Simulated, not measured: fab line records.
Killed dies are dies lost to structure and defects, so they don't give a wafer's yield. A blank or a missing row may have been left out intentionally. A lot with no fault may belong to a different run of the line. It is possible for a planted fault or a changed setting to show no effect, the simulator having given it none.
fab line records ; flow nand_harc
record: lots: 14; wafers: 42; last_day: 30
route steps=1302 shown A_M1@1199 A_BONDPAD@1204
lots that met no fault: taken from a fault-free run of the same line
start_h: the number of hours between the record's first day and the start of the first shown wafer of the lot ; wait_h: hours elapsed since this lot's preceding step ; " unchanged from the row above ; L1.1+2: several wafers, shown together as one row ; - no value, or no start given ; * or withheld: withheld ; < > ~ a bound
route shown NAME@n: NAME is a module with steps in the file, n the number in the route of the first one ; usual: the fault-free wafers' mean and standard deviation ; same: alike in all rows ; chamber/n: place in a boat ; sites: per-site readings ; _std_site: their standard deviation ; _edge_site: outer sites' mean less inner sites' ; radius_mm: for every site, how far away it sits from the centre of the wafer ; mask NAME#n: copy n ; behind: the most recent tool/chamber to have shaped the wafer ; hold: what put the lot on hold/how long, in hours/how the hold closed ; device: the transistor (n, p or np) that didn't switch ; end of line: the tests these same wafers got at the end of their route ; a step without rows: its recipe alone ; killed: not the wafer's yield, but the dies lost to structure and defects at the first sort ; map: the dies of a wafer, with x for killed, . for not killed, _ for no die there
set.NAME: the setting that was run; set.NAME@STEP: the one run at that earlier step ; model.NAME: the simulator's own value behind a step, which no gauge read
steps of the route over a sample of lots; a table a step, a row a wafer
services: the hour from which a tool's chamber was out of use, counted from the record's first day as start_h (under 0 if before that day), plus the number of hours and why
== steps ==
step: NHARC_A_M1_INSPECT_27
usual: raw_defect_count: 530/140
lot.wafer;tool;chamber;start_h;wait_h;raw_defect_count
L566.2;defect_inspect-01;-;527.89;0.0;745
L566.3;defect_inspect-01;-;527.89;0.0;503
L566.6;defect_inspect-01;-;527.89;0.0;554
L567.2;defect_inspect-01;-;531.81;0.0;340
L567.5;defect_inspect-01;-;531.81;0.0;452
L567.6;defect_inspect-01;-;531.81;0.0;457
L569.1;defect_inspect-01;-;564.06;0.0;508
L569.3;defect_inspect-01;-;564.06;0.0;741
L569.4;defect_inspect-01;-;564.06;0.0;612
L568.1;defect_inspect-01;-;564.75;0.0;395
L568.3;defect_inspect-01;-;564.75;0.0;315
L568.4;defect_inspect-01;-;564.75;0.0;366
L571.2;defect_inspect-01;-;574.86;0.0;556
L571.3;defect_inspect-01;-;574.86;0.0;897
L571.6;defect_inspect-01;-;574.86;0.0;653
L573.1;defect_inspect-02;-;592.67;0.0;424
L573.2;defect_inspect-02;-;592.67;0.0;516
L573.6;defect_inspect-02;-;592.67;0.0;445
L572.4;defect_inspect-02;-;592.94;0.0;526
L572.5;defect_inspect-02;-;592.94;0.0;520
L572.6;defect_inspect-02;-;592.94;0.0;578
L574.1;defect_inspect-02;-;607.89;0.0;367
L574.4;defect_inspect-02;-;607.89;0.0;435
L574.6;defect_inspect-02;-;607.89;0.0;389
L576.1;defect_inspect-02;-;634.33;0.0;482
L576.2;defect_inspect-02;-;634.33;0.0;496
L576.6;defect_inspect-02;-;634.33;0.0;437
L575.1;defect_inspect-02;-;641.50;0.0;419
L575.4;defect_inspect-02;-;641.50;0.0;525
L575.6;defect_inspect-02;-;641.50;0.0;345
L578.2;defect_inspect-01;-;670.84;0.0;481
L578.3;defect_inspect-01;-;670.84;0.0;456
L578.5;defect_inspect-01;-;670.84;0.0;909
L582.1;defect_inspect-02;-;687.75;0.0;651
L582.3;defect_inspect-02;-;687.75;0.0;424
L582.6;defect_inspect-02;-;687.75;0.0;559
L584.3;defect_inspect-02;-;711.59;0.0;597
L584.4;defect_inspect-02;-;711.59;0.0;612
L584.6;defect_inspect-02;-;711.59;0.0;419
L583.1;defect_inspect-01;-;712.27;0.0;428
L583.4;defect_inspect-01;-;712.27;0.0;698
L583.5;defect_inspect-01;-;712.27;0.0;449
step: NHARC_A_BONDPAD_THK_MEAS_30
recipe: thk_meas_gauge: ellipsometry
usual: thk_nm: 200.7/1.7
lot.wafer;tool;chamber;start_h;wait_h;thk_nm
L566.2;film_metro-01;-;529.27;0.2;198.5
L566.3;film_metro-01;-;529.27;0.2;197.3
L566.6;film_metro-01;-;529.27;0.2;199.0
L567.2;film_metro-01;-;533.17;0.2;201.7
L567.5;film_metro-01;-;533.17;0.2;200.5
L567.6;film_metro-01;-;533.17;0.2;202.2
L569.1;film_metro-02;-;565.41;0.2;198.0
L569.3;film_metro-02;-;565.41;0.2;201.3
L569.4;film_metro-02;-;565.41;0.2;199.4
L568.1;film_metro-01;-;566.11;0.2;202.2
L568.3;film_metro-01;-;566.11;0.2;203.0
L568.4;film_metro-01;-;566.11;0.2;203.8
L571.2;film_metro-02;-;576.21;0.1;202.4
L571.3;film_metro-02;-;576.21;0.1;202.4
L571.6;film_metro-02;-;576.21;0.1;202.1
L573.1;film_metro-02;-;594.02;0.2;199.4
L573.2;film_metro-02;-;594.02;0.2;199.9
L573.6;film_metro-02;-;594.02;0.2;197.7
L572.4;film_metro-02;-;594.36;0.2;203.1
L572.5;film_metro-02;-;594.36;0.2;200.9
L572.6;film_metro-02;-;594.36;0.2;201.9
L574.1;film_metro-02;-;609.25;0.2;201.0
L574.4;film_metro-02;-;609.25;0.2;203.9
L574.6;film_metro-02;-;609.25;0.2;205.3
L576.1;film_metro-01;-;635.83;0.2;198.8
L576.2;film_metro-01;-;635.83;0.2;199.0
L576.6;film_metro-01;-;635.83;0.2;199.9
L575.1;film_metro-01;-;643.68;0.1;202.3
L575.4;film_metro-01;-;643.68;0.1;204.4
L575.6;film_metro-01;-;643.68;0.1;201.3
L578.2;film_metro-02;-;672.33;0.2;201.2
L578.3;film_metro-02;-;672.33;0.2;200.4
L578.5;film_metro-02;-;672.33;0.2;199.8
L582.1;film_metro-02;-;689.10;0.2;200.6
L582.3;film_metro-02;-;689.10;0.2;202.3
L582.6;film_metro-02;-;689.10;0.2;199.8
L584.3;film_metro-01;-;712.95;0.2;200.0
L584.4;film_metro-01;-;712.95;0.2;202.5
L584.6;film_metro-01;-;712.95;0.2;201.7
L583.1;film_metro-01;-;713.97;0.2;201.7
L583.4;film_metro-01;-;713.97;0.2;200.3
L583.5;film_metro-01;-;713.97;0.2;202.3
step: NHARC_A_BONDPAD_ETCH_12
recipe: target_depth_a: 2200; time_s: 110; chf3_flow_sccm: 50; o2_flow_sccm: 10; ar_flow_sccm: 200; rf_w: 500; bias_w: 200; chemistry: CHF3/O2
usual: drypump_motor_current_A: 6.0/0.37; oes_product_au: 0.941/0.023; rf_fwd_power_W: 496.7/1.7; rf_vpp_V: 370.0/2.7; showerhead_plenum_p_Torr: 2.38/0.12; throttle_valve_pct: 20.573/0.0092
lot.wafer;tool;chamber;start_h;wait_h;drypump_motor_current_A;oes_product_au;rf_fwd_power_W;rf_hours_counter_h;rf_vpp_V;showerhead_plenum_p_Torr;throttle_valve_pct
L566.2;rie_diel-11;1;530.25;-;6.2;0.955;498.3;2;370.0;2.31;20.572
L566.3;rie_diel-11;3;530.25;-;5.6;0.955;499.5;2;372.9;2.52;20.564
L566.6;rie_diel-11;1;530.25;-;6.2;0.961;497.1;-;367.7;2.31;20.565
L567.2;rie_diel-11;1;534.02;-;6.2;0.945;496.6;2;368.5;2.31;20.551
L567.6;rie_diel-11;1;534.02;-;6.2;0.939;493.7;-;369.0;2.31;20.587
L567.5;rie_diel-11;2;534.02;-;6.5;0.920;495.5;-;375.0;2.54;20.574
L569.4;rie_diel-11;0;566.36;-;5.9;0.957;496.4;3;367.0;2.26;20.569
L569.1;rie_diel-11;1;566.36;-;6.2;0.973;496.1;4;368.6;2.31;20.569
L569.3;rie_diel-11;2;566.36;-;6.6;0.949;497.0;4;375.2;2.54;20.591
L568.1;rie_diel-11;3;567.06;-;5.7;0.970;497.2;4;373.6;2.52;20.580
L568.4;rie_diel-11;0;567.06;-;5.9;0.955;495.5;4;366.4;2.26;20.577
L568.3;rie_diel-11;2;567.06;-;6.5;0.966;498.8;4;372.5;2.54;20.573
L571.2;rie_diel-11;3;577.17;-;5.7;0.923;496.6;4;372.9;2.52;20.577
L571.3;rie_diel-11;1;577.17;-;6.2;0.933;497.8;4;369.9;2.31;20.579
L571.6;rie_diel-11;0;577.17;-;5.9;0.925;497.1;-;365.2;2.26;20.565
L573.2;rie_diel-11;3;594.99;-;5.7;0.937;497.4;4;372.4;2.52;20.565
L573.1;rie_diel-11;0;594.99;-;5.9;0.927;495.5;4;367.1;2.26;20.576
L573.6;rie_diel-11;2;594.99;-;6.5;0.945;496.1;-;373.2;2.54;20.568
L572.4;rie_diel-11;1;595.32;-;6.2;0.979;500.0;4;369.6;2.31;20.578
L572.5;rie_diel-11;1;595.32;-;6.2;0.976;498.1;-;368.7;2.31;20.572
L572.6;rie_diel-11;2;595.32;-;6.5;0.970;498.8;-;373.6;2.54;20.575
L574.4;rie_diel-04;3;610.27;-;5.3;0.940;496.8;19;367.0;2.25;20.577
L574.1;rie_diel-04;2;610.27;-;5.2;0.946;495.0;24;369.6;2.38;20.562
L574.6;rie_diel-04;3;610.27;-;5.4;0.943;496.0;-;366.8;2.25;20.583
L576.2;rie_diel-11;0;636.78;-;5.8;0.938;495.6;0;368.8;2.26;20.575
L576.1;rie_diel-11;3;636.78;-;5.7;0.967;496.6;0;373.6;2.52;20.578
L576.6;rie_diel-11;0;636.78;-;5.9;0.927;498.0;-;366.6;2.26;20.575
L575.1;rie_diel-11;2;644.51;-;6.5;0.947;500.0;1;374.0;2.54;20.575
L575.4;rie_diel-11;0;644.51;-;5.9;0.948;496.1;0;367.8;2.26;20.576
L575.6;rie_diel-11;3;644.51;-;5.6;0.961;497.9;-;373.3;2.52;20.576
L578.2;rie_diel-11;0;673.17;-;6.0;0.915;494.8;1;368.4;2.26;20.576
L578.3;rie_diel-11;1;673.17;-;6.3;0.956;497.1;1;368.7;2.31;20.558
L578.5;rie_diel-11;3;673.17;-;5.6;0.938;493.3;-;373.5;2.52;20.570
L582.1;rie_diel-11;1;690.06;-;6.2;0.952;495.3;2;368.9;2.30;20.567
L582.3;rie_diel-11;3;690.06;-;5.7;0.920;500.8;2;372.3;2.52;20.573
L582.6;rie_diel-11;0;690.06;-;5.9;0.904;496.4;-;366.6;2.26;20.569
L584.4;rie_diel-11;1;713.91;-;6.2;0.715;295.2;3;368.5;2.30;20.574
L584.3;rie_diel-11;3;713.91;-;5.7;0.707;299.0;3;374.5;2.52;20.564
L584.6;rie_diel-11;0;713.91;-;5.9;0.697;297.2;-;367.4;2.26;20.575
L583.4;rie_diel-11;3;714.92;-;5.6;0.729;297.2;3;372.2;2.52;20.576
L583.1;rie_diel-11;1;714.92;-;6.2;0.734;296.3;3;369.5;2.30;20.568
L583.5;rie_diel-11;3;714.92;-;5.6;0.743;297.7;-;372.8;2.52;20.562
step: NHARC_A_BONDPAD_ETCH_24
recipe: target_depth_a: 300; over_etch_frac: 0.3; time_s: 72.99; ion_energy_ev: 150; cf4_flow_sccm: 50; n2_flow_sccm: 100; ar_flow_sccm: 150; rf_w: 300; bias_w: 100; chemistry: CF4/N2
usual: drypump_motor_current_A: 5.9/0.44; oes_product_au: 0.999/0.013; rf_fwd_power_W: 297.4/1.2; rf_vpp_V: 313.6/2.2; showerhead_plenum_p_Torr: 2.59/0.11; throttle_valve_pct: 19.793/0.0092
lot.wafer;tool;chamber;start_h;wait_h;drypump_motor_current_A;oes_product_au;rf_fwd_power_W;rf_hours_counter_h;rf_vpp_V;showerhead_plenum_p_Torr;throttle_valve_pct
L566.2;rie_diel-07;0;-;-;6.6;0.985;297.3;6;312.0;2.52;19.799
L566.3;rie_diel-07;3;-;-;6.1;0.982;300.3;6;310.7;2.46;19.804
L566.6;rie_diel-07;1;-;-;5.5;1.004;298.3;-;312.8;2.61;19.800
L567.2;rie_diel-11;1;-;-;6.2;1.000;298.0;3;314.0;2.52;19.793
L567.5;rie_diel-11;2;-;-;6.5;0.987;296.7;-;317.3;2.78;19.784
L567.6;rie_diel-11;3;-;-;5.7;0.985;298.5;-;315.6;2.75;19.790
L569.1;rie_diel-11;3;-;-;5.7;0.983;297.6;4;315.2;2.75;19.806
L569.3;rie_diel-11;0;-;-;5.9;0.992;297.5;4;311.7;2.47;19.794
L569.4;rie_diel-11;1;-;-;6.3;0.988;299.3;4;313.7;2.52;19.799
L568.3;rie_diel-04;3;-;-;5.4;1.016;298.8;6;310.0;2.47;19.791
L568.1;rie_diel-04;0;-;-;6.0;0.988;298.9;8;313.2;2.63;19.795
L568.4;rie_diel-04;1;-;-;5.5;0.999;296.6;8;312.4;2.55;19.801
L571.2;rie_diel-07;0;-;-;6.6;0.993;296.1;15;310.8;2.51;19.790
L571.3;rie_diel-07;1;-;-;5.5;1.008;297.4;16;313.5;2.60;19.792
L571.6;rie_diel-07;2;-;-;5.9;0.978;296.0;-;315.3;2.61;19.803
L573.2;rie_diel-04;3;-;-;5.4;1.016;297.9;16;310.8;2.46;19.798
L573.1;rie_diel-04;0;-;-;6.0;0.982;299.0;16;316.1;2.63;19.792
L573.6;rie_diel-04;2;-;-;5.2;1.013;297.0;-;315.0;2.61;19.800
L572.4;rie_diel-07;2;-;-;5.9;0.987;295.1;17;314.4;2.61;19.795
L572.6;rie_diel-07;0;-;-;6.6;0.999;296.5;-;313.0;2.51;19.788
L572.5;rie_diel-07;1;-;-;5.6;1.015;297.4;-;314.9;2.60;19.805
L574.4;rie_diel-07;3;-;-;6.1;0.995;296.6;19;310.9;2.45;19.788
L574.1;rie_diel-07;1;-;-;5.6;0.995;297.5;18;312.6;2.60;19.794
L574.6;rie_diel-07;0;-;-;6.6;0.998;296.7;-;312.5;2.51;19.792
L576.1;rie_diel-07;1;-;-;5.6;0.999;298.8;26;313.7;2.60;19.781
L576.2;rie_diel-07;2;-;-;6.0;0.977;297.2;25;313.2;2.60;19.806
L576.6;rie_diel-07;0;-;-;6.6;0.990;295.3;-;312.8;2.51;19.798
L575.4;rie_diel-11;2;-;-;6.5;0.988;296.1;1;316.0;2.78;19.778
L575.1;rie_diel-11;1;-;-;6.3;1.033;297.3;1;311.8;2.52;19.788
L575.6;rie_diel-11;3;-;-;5.6;1.001;298.0;-;317.5;2.75;19.785
L578.2;rie_diel-11;3;-;-;5.7;1.003;297.8;1;315.8;2.75;19.805
L578.3;rie_diel-11;1;-;-;6.3;1.013;296.4;1;311.8;2.52;19.801
L578.5;rie_diel-11;3;-;-;5.6;1.005;298.2;-;316.9;2.75;19.782
L582.3;rie_diel-11;3;-;-;5.6;1.002;298.4;2;316.1;2.75;19.797
L582.1;rie_diel-11;0;-;-;5.9;0.972;296.0;2;310.7;2.47;19.790
L582.6;rie_diel-11;3;-;-;5.6;1.004;297.9;-;316.5;2.75;19.788
L584.4;rie_diel-07;0;-;-;6.6;0.983;298.9;12;310.6;2.50;19.804
L584.3;rie_diel-07;1;-;-;5.6;0.998;297.9;12;313.0;2.59;19.788
L584.6;rie_diel-07;2;-;-;5.9;0.995;296.7;-;313.4;2.60;19.813
L583.4;rie_diel-11;2;-;-;6.5;1.004;295.3;3;316.2;2.78;19.786
L583.1;rie_diel-11;1;-;-;6.2;1.016;296.9;3;312.4;2.52;19.792
L583.5;rie_diel-11;3;-;-;5.7;1.003;299.4;-;316.4;2.75;19.799
== services ==
tool;chamber;start_h;hours;kind
rie_diel-11;0;515.01;-;clean
rie_diel-11;1;515.01;-;clean
rie_diel-11;2;515.01;-;clean
rie_diel-11;3;515.01;-;clean
rie_diel-04;-;533.30;9.0;pm
rie_diel-11;0;539.51;-;clean
rie_diel-11;1;539.51;-;clean
rie_diel-11;2;539.51;-;clean
rie_diel-11;3;539.51;-;clean
rie_diel-11;0;564.01;-;clean
rie_diel-11;1;564.01;-;clean
rie_diel-11;2;564.01;-;clean
rie_diel-11;3;564.01;-;clean
rie_diel-11;0;588.51;-;clean
rie_diel-11;1;588.51;-;clean
rie_diel-11;2;588.51;-;clean
rie_diel-11;3;588.51;-;clean
rie_diel-11;-;609.50;9.0;pm
rie_diel-11;0;609.50;9.0;vent_cycle
rie_diel-11;1;609.50;9.0;vent_cycle
rie_diel-11;2;609.50;9.0;vent_cycle
rie_diel-07;-;648.27;9.0;pm
rie_diel-07;0;697.23;3.6;repair
rie_diel-04;-;710.98;9.0;pm
== key ==
first_sign: step: NHARC_A_BONDPAD_ETCH_12; reading: rf_fwd_power_W; direction: down; sigmas: 99+; usual: *; struck: *
effect: step: NHARC_A_BONDPAD_ETCH_12; reading: oes_product_au; direction: down; sigmas: 9.6; usual: 0.941; struck: 0.721
met_at NHARC_A_BONDPAD_ETCH_12
struck_lots L583,L584
later_rows_left_out L583.1,L583.4,L583.5,L584.3,L584.4,L584.6
sort_left_out L583.1,L583.4,L583.5,L584.3,L584.4,L584.6
not_acting_at NHARC_A_M1_INSPECT_27,NHARC_A_BONDPAD_THK_MEAS_30,NHARC_A_BONDPAD_ETCH_24
onset_between 690.06 713.91
fault: kind: process_parameter_drift; tool: rie_diel-11; chamber: -; onset_h: 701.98; steps: NHARC_A_BONDPAD_ETCH_12; channel: rf_w; offset: *; shape: step; end_h: 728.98; acts_in: *; stated: *
sort_left_out: the simulated sort isn't trusted on such a fault, so these wafers' sort isn't shown, and their yield isn't known
later_rows_left_out: the simulator's readings of these wafers behind a module that went badly wrong aren't trusted and aren't shown, but for the sort
